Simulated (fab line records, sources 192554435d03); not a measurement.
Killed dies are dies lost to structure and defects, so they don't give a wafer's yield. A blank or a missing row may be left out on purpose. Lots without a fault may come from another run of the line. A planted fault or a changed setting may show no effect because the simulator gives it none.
Split-lot experiment | flow n5_finfet | 7 lots, 21 wafers read, on a route of 1938 steps

THE SPLIT
At N5_FIN_SAQP_COAT_68 (time 60 s, resist thk 100 nm), the setting spin_rpm was moved away from the recipe's 1500 rpm on 11 of the 21 wafers read, by -11.3% to +10.9%. The other wafers ran this setting at the recipe's value.

The reading is taken at the split's own step.

THE READING
SOC_of_FIN_SAQP_COAT_68.thk_nm (the simulator's own value, which no gauge read), in nm, at N5_FIN_SAQP_COAT_68 (time 60 s, resist thk 100 nm). The file gives no usual value for it. The 10 wafers here that ran the recipe average 100.0 nm, standard deviation 0.33 nm.

wafer  | tool, chamber at the split | spin_rpm as run, rpm | against the recipe | SOC_of_FIN_SAQP_COAT_68.thk_nm, nm | against lot-mates on the recipe
L075.2 | litho_track-01, 0          | 1334                 | -11.1%             | 105.4                              | +5.9
L075.4 | litho_track-01, 0          | 1500                 | recipe             | 99.4                               | -
L075.5 | litho_track-01, 0          | 1500                 | recipe             | 99.6                               | -
L077.1 | litho_track-04, 0          | 1603                 | +6.9%              | 97                                 | -3.4
L077.3 | litho_track-04, 0          | 1603                 | +6.9%              | 96.8                               | -3.6
L077.5 | litho_track-04, 0          | 1500                 | recipe             | 100.4                              | -
L080.2 | litho_track-05, 0          | 1500                 | recipe             | 100                                | -
L080.5 | litho_track-05, 0          | 1593                 | +6.2%              | 97.4                               | -2.9
L080.6 | litho_track-05, 0          | 1500                 | recipe             | 100.6                              | -
L085.2 | litho_track-05, 0          | 1500                 | recipe             | 100                                | -
L085.3 | litho_track-05, 0          | 1500                 | recipe             | 100                                | -
L085.4 | litho_track-05, 0          | 1500                 | recipe             | 100                                | -
L095.3 | litho_track-01, 0          | 1663                 | +10.9%             | 95.8                               | no lot-mate on the recipe
L095.4 | litho_track-01, 0          | 1663                 | +10.9%             | 95.2                               | no lot-mate on the recipe
L095.6 | litho_track-01, 0          | 1663                 | +10.9%             | 95                                 | no lot-mate on the recipe
L096.1 | litho_track-04, 0          | 1500                 | recipe             | 99.8                               | -
L096.3 | litho_track-04, 0          | 1331                 | -11.3%             | 105.6                              | +5.8
L096.4 | litho_track-04, 0          | 1331                 | -11.3%             | 105.8                              | +6.0
L097.3 | litho_track-05, 0          | 1585                 | +5.7%              | 97.8                               | -2.4
L097.4 | litho_track-05, 0          | 1585                 | +5.7%              | 98                                 | -2.2
L097.5 | litho_track-05, 0          | 1500                 | recipe             | 100.2                              | -

THE FIT
A straight line over all 21 wafers: SOC_of_FIN_SAQP_COAT_68.thk_nm changes by -0.462 nm for each +1% of spin_rpm; r = -0.99; the points scatter about the line by 0.36 nm.
The same after taking each lot's own level away (the mean of its wafers on the recipe; 18 wafers): -0.506 nm for each +1%; r = -1.00; scatter 0.24 nm.
On that fit, the largest move of spin_rpm shifts the reading by 5.7 nm.
The lots' own levels span 99.50 to 100.40 nm, that is 2.7 times the standard deviation above.
So the lot-to-lot level changes the slope little: the two slopes agree.
Check: with one of the wafers moved furthest among these (-11.3%) left out of the fit, the line predicts +5.82 nm for it against its lot-mates. It came out at +5.8 nm against them.

OTHER SPLITS ON THESE WAFERS
These wafers also went through other splits before the reading. Each is held against what the fit with the lots' levels taken away leaves over:
other split on the same wafers | wafers away from the commonest value | r with SOC_of_FIN_SAQP_COAT_68.thk_nm (lot level and that fit taken away)
N5_WELL_APT_COAT_02 spin_rpm   | 7                                    | +0.05

THE FILE'S OWN FIT
SOC_of_FIN_SAQP_COAT_68.thk_nm changes by -0.509 nm for each +1% of spin_rpm, r = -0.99.
